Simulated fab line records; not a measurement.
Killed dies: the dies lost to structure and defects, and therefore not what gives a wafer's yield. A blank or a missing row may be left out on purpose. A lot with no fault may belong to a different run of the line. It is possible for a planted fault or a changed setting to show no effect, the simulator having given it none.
Struck lot and sound lot, side by side -- flow n5-finfet -- 16 steps out of a route of 1938
Sound: these wafers, L300.2, L300.4, L300.5. Struck: wafer L307.1. (L307.2 of the same lot was not struck and is left out.) The cause comes at the end.
Each step with rows lists, per side, the tool, then ch with its chambers, then its first start. Under that, the readings that differ: sound wafers -- struck wafers -- difference of the means -- sigmas: that difference in standard deviations of wafers without a fault.
alike: same words and numbers on both sides, and readings whose means sit less than 2 such deviations apart. not compared: any withheld reading, any reading some wafer has no value for, any bound like >300 that may hide the same value, and any number with overlapping values for which the record gives no deviation.
Wherever a step has rows on one side only, a row that says differs or no value, or a row with sigmas, the two part there. Numbers that have no deviation but don't overlap get no sigmas and don't part them. A reading that every wafer of one side lacks parts them only if that side has two wafers or more.

first, 5 steps without rows for these wafers: N5_FIN_SAQP_EBR_12; N5_FIN_SAQP_SOFTBAKE_11 (time 60 s); N5_FIN_SAQP_EXPOSE_13 (exposes mask FIN CORE, target cd 35.6 nm); N5_FIN_SAQP_PEB_14 (peb time 60 s); N5_FIN_SAQP_DEVELOP_15 (develop time 30 s).
N5_FIN_SAQP_CD_MEAS_16: the cd target is 35.6 nm.
  sound on cd-sem-02 ch 0, day 3 09:54; struck on cd-sem-01 ch 0, day 5 04:28
  alike: cd-nm
N5_FIN_SAQP_OVL_MEAS_17:
  sound on overlay-01 ch 0, day 3 09:56; struck on overlay-01 ch 0, day 5 04:30
  alike: FIN_CORE_OVL
N5_FIN_SAQP_INSPECT_18: inspects for defects (brightfield).
  struck on defect-inspect-02, day 5 04:31; sound on defect-inspect-01, day 3 09:58
  alike: raw-defect-count
N5_FIN_SAQP_DESCUM_21: chemistry O2, time 7.9 s.
  sound on rie-diel-02 ch 1,3, day 3 10:00; struck on rie-diel-02 ch 2, day 5 04:34
  alike: drypump-motor-current-A, oes-product-au, rf-vpp-V, showerhead-plenum-p-Torr, throttle-valve-pct
  not compared: rf-hours-counter-h
N5_FIN_SAQP_ETCH_51: etches SiARC in CF4, target depth 45.5 nm, time 75.8 s.
  sound on rie-diel-02 ch 1,3, day 3 10:02; struck on rie-diel-02 ch 2, day 5 04:35
reading,sound,struck,difference,sigmas
etch-rf-on-time-s (s),74.8 75.5 73.5,79.3,+4.7,+2
  alike: drypump-motor-current-A, oes-product-au, rf-vpp-V, showerhead-plenum-p-Torr, throttle-valve-pct
  not compared: rf-hours-counter-h
N5_FIN_SAQP_ETCH_52: etches SOC in N2/H2, target depth 100 nm, overetch 20 nm, time 150 s.
  sound on rie-diel-02 ch 1,3, day 3 10:05; struck on rie-diel-02 ch 2, day 5 04:39
  alike: drypump-motor-current-A, oes-product-au, rf-vpp-V, showerhead-plenum-p-Torr, throttle-valve-pct
  not compared: rf-hours-counter-h
then, 1 step without rows for these wafers: N5_FIN_SAQP_STRIP_53 (strips in N2/H2).
N5_FIN_SAQP_HM_OPEN_73: chemistry CHF3/O2, target SiO2, stops on a-Si, target depth 12 nm, time 16.8 s.
  sound on rie-diel-02 ch 1,3, day 3 10:12; struck on rie-diel-02 ch 2, day 5 04:46
reading,sound,struck,difference,sigmas
model.SiARC_of_FIN_SAQP_COAT_50.thk-nm (nm),5.011 5.53 4.97,11.66,+6.49,
  alike: drypump-motor-current-A, oes_ar_750_au, oes-product-au, rf-vpp-V, showerhead-plenum-p-Torr, throttle-valve-pct
  not compared: rf-hours-counter-h
then, 1 step without rows for these wafers: N5_FIN_SAQP_STRIP_74 (strips in CHF3/O2).
-- a jump in the record: the struck wafers' starts before and after are 7 days apart (it breaks off in module FIN_SAQP and resumes in module BEOL_M4, where the first step shown is number 1111 of the route) --
N5_BEOL_M4_RC_MEAS_101:
  sound on prober-01 ch 0, day 9 08:39; struck on prober-01 ch 0, day 11 21:16
reading,sound,struck,difference,sigmas
DIBL_N (mV/V),33.3 36.5 32.1,39.2,+5.2,+3
DIBL_P (mV/V),34.2 36.6 32.3,41.3,+6.9,+3
IOFF_N (nA/um),0.12 0.17 0.10,0.21,+0.08,+2
IOFF_P (nA/um),0.17 0.21 0.15,0.29,+0.11,+3
SS_N (mV/dec),70.4 71.0 70.0,72.9,+2.4,+4
  alike: ION_N, ION_P, SS_P, VT_N, VT_P
then, 1 step without rows for these wafers: N5_PASSIVATION_PROBE_49.

== WHERE THEY PART ==
Earliest at N5_FIN_SAQP_ETCH_51; latest, in this record, at N5_BEOL_M4_RC_MEAS_101.

WHY: the cause the simulator had injected
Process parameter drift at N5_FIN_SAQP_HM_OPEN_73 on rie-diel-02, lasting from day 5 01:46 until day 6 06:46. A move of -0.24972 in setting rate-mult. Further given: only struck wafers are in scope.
